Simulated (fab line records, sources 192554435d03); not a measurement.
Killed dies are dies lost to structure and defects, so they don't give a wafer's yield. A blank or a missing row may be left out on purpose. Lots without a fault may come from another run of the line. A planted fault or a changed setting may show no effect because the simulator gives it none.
fab line records | flow n5_finfet | part 2 of 2: steps 5 to 6 of 6
record lots=23 wafers=69 last_day=18
route steps=1938 shown GATE_CUT@513 MOL_CONTACT_COAG@537
lots that met no fault: from a run of the same line without faults
start_h: hours from the record's first day to the start of the lot's first wafer shown | wait_h: hours since the lot's step before | " the same as in the row above | L1.1+2: a row that stands for several wafers | - no value, or no start given | * or withheld: withheld | < > ~ a bound
route shown NAME@n: a module of which the file shows steps, and the number in the route of the first | usual: mean/standard deviation of fault-free wafers | same: alike in all rows | chamber/n: place in a boat | sites: the reading at each site | _std_site: their standard deviation | _edge_site: outer sites' mean less inner sites' | radius_mm: how far each site lies from the wafer's centre | mask NAME#n: copy n | behind: the tool/chamber that last shaped the wafer | hold: why the lot was held/for how many hours/how that ended | device: the transistor (n, p or np) that didn't switch | end of line: the same wafers' tests at the end of the route | a step without rows: its recipe alone | killed: dies lost to structure and defects at the first sort, not the wafer's yield | map: a wafer's dies, x killed, . not, _ none there
set.NAME: the setting as run; set.NAME@STEP: as run at that earlier step | model.NAME: the simulator's own value behind a step, which no gauge read
steps of the route over a sample of lots; a table a step, a row a wafer
services: from which hour (start_h, from the record's first day; less than 0 if before it) a tool's chamber was out of use, for how many hours, and why
## steps
# step N5_MOL_CONTACT_COAG_ETCHBACK_135
# recipe chemistry=CHF3 target=SiO2 target_depth_a=250 time_s=16.7 ion_energy_ev=200 pressure_mtorr=30 source_w=610 bias_w=170 Ar_flow_sccm=200 CHF3_flow_sccm=50
# usual CHF3_flow_sccm=50.00/0.16 drypump_motor_current_A=5.4/0.36 oes_ar_750_au=0.77/0.074 oes_product_au=0.77/0.075 rf_vpp_V=526/11 showerhead_plenum_p_Torr=2.44/0.056 throttle_valve_pct=18.75/0.15
# columns lot.wafer tool chamber start_h wait_h CHF3_flow_sccm drypump_motor_current_A oes_ar_750_au oes_product_au rf_hours_counter_h rf_vpp_V showerhead_plenum_p_Torr throttle_valve_pct
L074.4 rie_diel-06 3 105.29 0.0 49.95 5.7 0.71 0.70 250 509 2.35 19.14
L074.5 " 3 " " 49.75 5.6 0.71 0.70 - 510 2.35 19.14
L074.6 " 2 " " 49.95 4.9 0.75 0.75 - 533 2.50 18.57
L076.2 rie_diel-06 0 116.08 0.0 49.79 5.2 0.78 0.78 109 533 2.50 18.92
L076.4 " 0 " " 49.80 5.2 0.79 0.78 - 534 2.50 18.93
L076.6 " 1 " " 50.26 5.6 0.73 0.72 - 539 2.46 18.56
L075.2 rie_diel-06 1 116.47 0.0 49.94 5.6 0.72 0.73 191 539 2.46 18.58
L075.3 " 2 " " 49.80 5.0 0.74 0.75 151 532 2.49 18.56
L075.4 " 1 " " 50.02 5.6 0.72 0.72 - 538 2.46 18.56
L077.3 rie_diel-06 1 119.34 0.0 50.41 5.6 0.72 0.72 192 539 2.46 18.57
L077.4 " 2 " " 50.23 5.0 0.75 0.75 - 533 2.49 18.57
L077.5 " 1 " " 50.29 5.6 0.72 0.72 - 538 2.46 18.56
L078.3 rie_diel-01 3 132.85 0.0 50.06 5.2 0.73 0.73 197 525 2.37 18.65
L078.4 " 1 " " 50.03 6.1 0.82 0.82 71 509 2.40 18.57
L078.5 " 1 " " 50.18 6.2 0.83 0.82 - 510 2.40 18.59
L079.1 rie_diel-01 1 139.78 0.0 49.91 6.2 0.82 0.81 75 510 2.40 18.57
L079.4 " 0 " " 49.86 5.6 0.71 0.69 217 504 2.47 18.64
L079.6 " 3 " " 49.96 5.2 0.73 0.73 - 525 2.37 18.65
L080.1 rie_diel-02 3 143.12 0.0 50.12 5.9 0.76 0.76 123 520 2.39 18.84
L080.3 " 2 " " 50.13 5.4 0.72 0.72 204 530 2.46 18.83
L080.4 " 0 " " 50.23 5.2 0.94 0.93 18 520 2.52 18.60
L083.2 rie_diel-06 0 160.42 0.0 49.93 5.2 0.79 0.78 122 533 2.49 18.96
L083.4 " 2 " " 50.01 5.0 0.73 0.75 165 533 2.49 18.57
L083.5 " 1 " " 50.00 5.6 0.71 0.72 - 539 2.45 18.60
L081.2 rie_diel-01 1 164.10 0.0 50.40 6.1 0.81 0.81 86 511 2.39 18.60
L081.4 " 3 " " 50.28 5.3 0.72 0.72 211 526 2.36 18.67
L081.6 " 0 " " 50.04 5.6 0.70 0.69 - 504 2.47 18.67
L084.2 rie_diel-02 3 164.95 0.0 50.12 5.9 0.75 0.75 131 522 2.38 18.85
L084.4 " 1 " " 49.74 5.7 0.71 0.70 194 531 2.46 18.90
L084.5 " 0 " " 49.88 5.2 0.91 0.90 - 519 2.51 18.60
L082.1 rie_diel-01 1 165.12 0.0 49.98 6.1 0.81 0.81 86 509 2.39 18.60
L082.4 " 2 " " 50.27 4.8 0.74 0.73 190 533 2.38 18.86
L082.6 " 1 " " 49.94 6.1 0.80 0.81 - 508 2.39 18.61
L085.2 rie_diel-06 0 173.48 0.0 50.06 5.2 0.77 0.79 127 533 2.49 18.95
L085.4 " 2 " " 49.93 4.9 0.74 0.73 169 530 2.49 18.61
L085.6 " 0 " " 49.81 5.2 0.77 0.78 - 533 2.49 18.97
L086.4 rie_diel-01 2 175.19 0.0 49.86 4.8 0.73 0.74 192 532 2.38 18.86
L086.5 " 1 " " 50.11 6.1 0.81 0.81 - 509 2.39 18.61
L086.6 " 2 " " 49.87 4.8 0.73 0.73 - 533 2.38 18.85
L087.4 rie_diel-02 3 182.94 0.0 49.83 5.9 0.75 0.74 137 521 2.38 18.85
L087.5 " 1 " " 50.38 5.6 0.70 0.70 - 533 2.46 18.89
L087.6 " 0 " " 50.26 5.2 0.90 0.89 - 520 2.51 18.61
L088.1 rie_diel-02 0 186.10 0.0 49.81 5.3 0.90 0.89 33 520 2.51 18.62
L088.2 " 2 " " 50.00 5.4 0.71 0.71 221 532 2.45 18.85
L088.6 " 3 " " 50.09 5.8 0.74 0.74 - 519 2.38 18.84
L089.1 rie_diel-06 0 191.56 0.0 49.96 5.2 0.77 0.78 133 534 2.49 18.97
L089.3 " 2 " " 50.14 4.9 0.73 0.74 177 530 2.48 18.61
L089.5 " 1 " " 49.88 5.6 0.70 0.72 - 539 2.45 18.60
L090.2 rie_diel-06 3 196.22 0.0 50.13 5.6 0.94 0.95 23 510 2.34 18.77
L090.3 " 2 " " 50.01 4.9 0.73 0.73 179 532 2.48 18.60
L090.4 " 0 " " 50.12 5.2 0.77 0.78 134 534 2.49 18.98
L091.1 rie_diel-06 3 200.14 0.0 50.01 5.7 0.94 0.94 25 509 2.34 18.76
L091.5 " 3 " " 50.14 5.6 0.93 0.94 - 509 2.34 18.77
L091.6 " 0 " " 49.83 5.2 0.77 0.77 - 533 2.49 18.97
L092.1 rie_diel-02 2 208.13 0.0 49.81 5.4 0.71 0.70 229 531 2.45 18.87
L092.3 " 0 " " 49.96 5.2 0.89 0.88 41 519 2.51 18.64
L092.6 " 0 " " 49.89 5.2 0.88 0.88 - 520 2.51 18.63
L093.1 rie_diel-06 2 218.47 0.0 50.11 4.9 0.72 0.72 182 532 2.48 18.61
L093.3 " 1 " " 50.16 5.6 0.71 0.70 225 538 2.44 18.62
L093.5 " 0 " " 49.96 5.2 0.76 0.76 - 534 2.49 19.00
L094.1 rie_diel-06 3 223.40 0.0 49.66 5.6 0.92 0.92 34 507 2.34 18.78
L094.2 " 0 " " 50.10 5.2 0.76 0.76 145 535 2.48 19.00
L094.5 " 3 " " 50.02 5.6 0.92 0.92 - 510 2.34 18.78
L096.1 rie_diel-02 0 237.72 0.0 50.08 5.2 0.88 0.87 51 520 2.50 18.65
L096.3 " 2 " " 50.07 5.4 0.70 0.69 239 533 2.45 18.89
L096.5 " 3 " " 50.15 5.9 0.72 0.73 - 519 2.37 18.88
L097.2 rie_diel-01 2 244.70 0.0 50.05 4.8 0.71 0.71 219 533 2.37 18.89
L097.3 " 1 " " 49.83 6.1 0.79 0.77 111 510 2.38 18.63
L097.4 " 1 " " 49.67 6.1 0.79 0.78 - 508 2.38 18.64
# step N5_MOL_CONTACT_COAG_ETCH_47
# recipe chemistry=CH3F/O2 target=SiNx target_depth_a=270 mask_material=SiO2 stop_on=W over_etch_frac=0.2 ion_energy_ev=120 endpoint=OES-CN pressure_mtorr=30 source_w=395 bias_w=73 Ar_flow_sccm=150 CH3F_flow_sccm=30 O2_flow_sccm=20 ends=end_point
# usual drypump_motor_current_A=5.4/0.35 etch_rf_on_time_s=30.9/0.53 oes_ar_750_au=0.77/0.074 oes_o_777_au=0.77/0.076 oes_product_au=0.69/0.066 rf_vpp_V=299/6 showerhead_plenum_p_Torr=2.05/0.049 throttle_valve_pct=16.37/0.14
# columns lot.wafer tool chamber start_h wait_h drypump_motor_current_A etch_rf_on_time_s oes_ar_750_au oes_o_777_au oes_product_au rf_hours_counter_h rf_vpp_V showerhead_plenum_p_Torr throttle_valve_pct
L074.4 rie_diel-06 3 105.43 0.0 5.7 30.8 0.71 0.72 0.62 250 288 1.97 16.76
L074.5 " 3 " " 5.7 30.8 0.71 0.72 0.63 - 289 1.97 16.75
L074.6 " 2 " " 4.9 31.0 0.75 0.75 0.67 - 302 2.10 16.16
L076.2 rie_diel-06 0 116.22 0.0 5.2 31.0 0.79 0.79 0.71 109 304 2.10 16.51
L076.4 " 0 " " 5.2 31.0 0.80 0.80 0.71 - 303 2.10 16.48
L076.6 " 1 " " 5.6 31.4 0.72 0.72 0.65 - 306 2.07 16.25
L075.2 rie_diel-06 1 116.61 0.0 5.6 31.0 0.72 0.73 0.65 191 306 2.07 16.25
L075.3 " 2 " " 4.9 30.9 0.75 0.75 0.68 152 303 2.10 16.16
L075.4 " 1 " " 5.6 31.0 0.72 0.72 0.65 - 305 2.07 16.24
L077.3 rie_diel-06 1 119.48 0.0 5.6 31.0 0.72 0.72 0.65 192 306 2.07 16.25
L077.4 " 2 " " 4.9 30.7 0.74 0.75 0.67 - 302 2.10 16.18
L077.5 " 1 " " 5.6 31.1 0.71 0.72 0.65 - 306 2.07 16.25
L078.3 rie_diel-01 3 132.99 0.0 5.2 31.3 0.73 0.73 0.66 197 299 1.99 16.29
L078.4 " 1 " " 6.2 31.0 0.83 0.82 0.74 72 290 2.02 16.17
L078.5 " 1 " " 6.1 30.7 0.83 0.83 0.73 - 290 2.02 16.19
L079.1 rie_diel-01 1 139.92 0.0 6.1 30.8 0.82 0.83 0.73 75 289 2.02 16.20
L079.4 " 0 " " 5.6 31.5 0.71 0.71 0.62 217 285 2.08 16.29
L079.6 " 3 " " 5.2 31.4 0.73 0.73 0.65 - 299 1.99 16.31
L080.1 rie_diel-02 3 143.26 0.0 5.8 30.9 0.76 0.76 0.68 123 293 2.00 16.44
L080.3 " 2 " " 5.4 30.4 0.72 0.75 0.65 204 302 2.07 16.45
L080.4 " 0 " " 5.2 31.0 0.92 0.93 0.83 18 297 2.12 16.22
L083.2 rie_diel-06 0 160.56 0.0 5.2 30.1 0.78 0.78 0.71 123 302 2.10 16.53
L083.4 " 2 " " 5.0 30.8 0.74 0.74 0.66 165 302 2.09 16.19
L083.5 " 1 " " 5.6 30.4 0.71 0.72 0.65 - 307 2.07 16.27
L081.2 rie_diel-01 1 164.24 0.0 6.1 30.3 0.81 0.82 0.72 86 289 2.01 16.21
L081.4 " 3 " " 5.2 31.0 0.73 0.72 0.64 211 300 1.99 16.32
L081.6 " 0 " " 5.6 31.0 0.70 0.70 0.62 - 288 2.07 16.32
L084.2 rie_diel-02 3 165.09 0.0 5.8 30.6 0.75 0.76 0.67 131 295 2.00 16.45
L084.4 " 1 " " 5.6 31.3 0.71 0.71 0.64 195 303 2.07 16.53
L084.5 " 0 " " 5.2 31.2 0.92 0.92 0.82 - 296 2.12 16.23
L082.1 rie_diel-01 1 165.26 0.0 6.1 30.7 0.80 0.82 0.73 86 289 2.01 16.21
L082.4 " 2 " " 4.8 31.0 0.74 0.72 0.66 190 302 2.00 16.47
L082.6 " 1 " " 6.1 30.8 0.81 0.82 0.72 - 290 2.01 16.21
L085.2 rie_diel-06 0 173.62 0.0 5.2 30.6 0.77 0.78 0.69 127 302 2.09 16.54
L085.4 " 2 " " 5.0 31.2 0.74 0.74 0.66 169 301 2.09 16.22
L085.6 " 0 " " 5.2 30.8 0.78 0.78 0.70 - 303 2.09 16.54
L086.4 rie_diel-01 2 175.33 0.0 4.8 30.9 0.74 0.72 0.65 192 302 1.99 16.46
L086.5 " 1 " " 6.2 30.7 0.81 0.81 0.72 - 288 2.01 16.23
L086.6 " 2 " " 4.8 31.0 0.73 0.72 0.65 - 301 1.99 16.48
L087.4 rie_diel-02 3 183.08 0.0 5.9 31.1 0.75 0.75 0.67 138 296 2.00 16.45
L087.5 " 1 " " 5.7 31.7 0.70 0.70 0.63 - 300 2.07 16.53
L087.6 " 0 " " 5.2 31.6 0.90 0.90 0.80 - 296 2.12 16.24
L088.1 rie_diel-02 0 186.24 0.0 5.2 31.7 0.89 0.90 0.80 33 297 2.12 16.25
L088.2 " 2 " " 5.4 31.2 0.71 0.73 0.64 221 300 2.06 16.49
L088.6 " 3 " " 5.8 31.2 0.75 0.75 0.67 - 295 2.00 16.45
L089.1 rie_diel-06 0 191.70 0.0 5.2 30.1 0.77 0.78 0.69 133 304 2.09 16.56
L089.3 " 2 " " 4.9 30.8 0.73 0.73 0.65 177 301 2.09 16.22
L089.5 " 1 " " 5.6 30.8 0.71 0.71 0.65 - 305 2.06 16.29
L090.2 rie_diel-06 3 196.36 0.0 5.6 29.7 0.94 0.95 0.85 23 290 1.96 16.31
L090.3 " 2 " " 4.9 30.6 0.73 0.72 0.65 179 301 2.09 16.23
L090.4 " 0 " " 5.2 30.0 0.77 0.78 0.69 134 303 2.09 16.56
L091.1 rie_diel-06 1 200.27 0.0 5.6 30.7 0.70 0.70 0.63 218 304 2.06 16.31
L091.5 " 1 " " 5.6 30.6 0.70 0.70 0.64 - 306 2.06 16.28
L091.6 " 3 " " 5.7 29.8 0.94 0.95 0.83 - 287 1.96 16.32
L092.1 rie_diel-02 2 208.27 0.0 5.4 30.8 0.71 0.72 0.63 229 302 2.06 16.52
L092.3 " 0 " " 5.3 31.2 0.88 0.90 0.79 41 297 2.12 16.27
L092.6 " 0 " " 5.2 31.4 0.89 0.89 0.78 - 296 2.12 16.26
L093.1 rie_diel-06 2 218.61 0.0 4.9 30.7 0.73 0.72 0.65 182 302 2.09 16.23
L093.3 " 1 " " 5.6 30.4 0.70 0.70 0.64 226 305 2.06 16.33
L093.5 " 0 " " 5.2 30.4 0.75 0.77 0.69 - 302 2.09 16.58
L094.1 rie_diel-06 3 223.54 0.0 5.6 29.8 0.92 0.93 0.82 34 291 1.96 16.36
L094.2 " 0 " " 5.2 30.5 0.76 0.77 0.68 145 302 2.09 16.58
L094.5 " 3 " " 5.7 30.0 0.92 0.92 0.82 - 290 1.96 16.36
L096.1 rie_diel-02 0 237.86 0.0 5.2 31.4 0.87 0.87 0.78 51 296 2.11 16.29
L096.3 " 2 " " 5.4 31.1 0.70 0.73 0.62 239 301 2.06 16.52
L096.5 " 3 " " 5.9 31.6 0.73 0.74 0.65 - 295 1.99 16.49
L097.2 rie_diel-01 2 244.84 0.0 4.8 31.6 0.72 0.70 0.63 219 302 1.99 16.52
L097.3 " 1 " " 6.1 31.0 0.79 0.79 0.70 111 289 2.00 16.26
L097.4 " 1 " " 6.1 30.6 0.79 0.79 0.70 - 288 2.00 16.27
## services
# columns tool chamber start_h hours kind
cmp-02 - 71.90 2.5 repair
rie_diel-01 1 81.67 5.2 repair
cmp-02 - 81.97 4.0 pm
rie_diel-02 2 82.00 6.6 repair
rie_diel-01 - 85.27 0.6 repair
rie_diel-06 3 86.01 8.5 repair
rie_diel-02 1 87.60 7.7 repair
cvd_co-02 - 91.91 0.5 repair
rie_diel-02 1 101.25 2.7 repair
cmp-02 - 102.81 0.7 repair
cmp-03 - 123.44 5.9 pm
cvd_co-02 - 125.53 1.3 repair
rie_diel-06 - 127.99 14.6 pm
cvd_co-01 - 142.56 2.3 repair
cvd_co-02 2 172.43 19.2 repair
rie_diel-01 1 191.40 6.2 repair
rie_diel-06 2 200.16 11.6 repair
cmp-03 - 207.55 0.8 repair
cmp-03 - 211.29 4.0 pm
cmp-04 - 216.75 7.7 pm
cmp-04 - 229.91 4.0 pm
rie_diel-06 1 236.41 28.9 repair
rie_diel-01 - 239.89 2.8 pm
cvd_co-02 - 244.38 6.9 pm
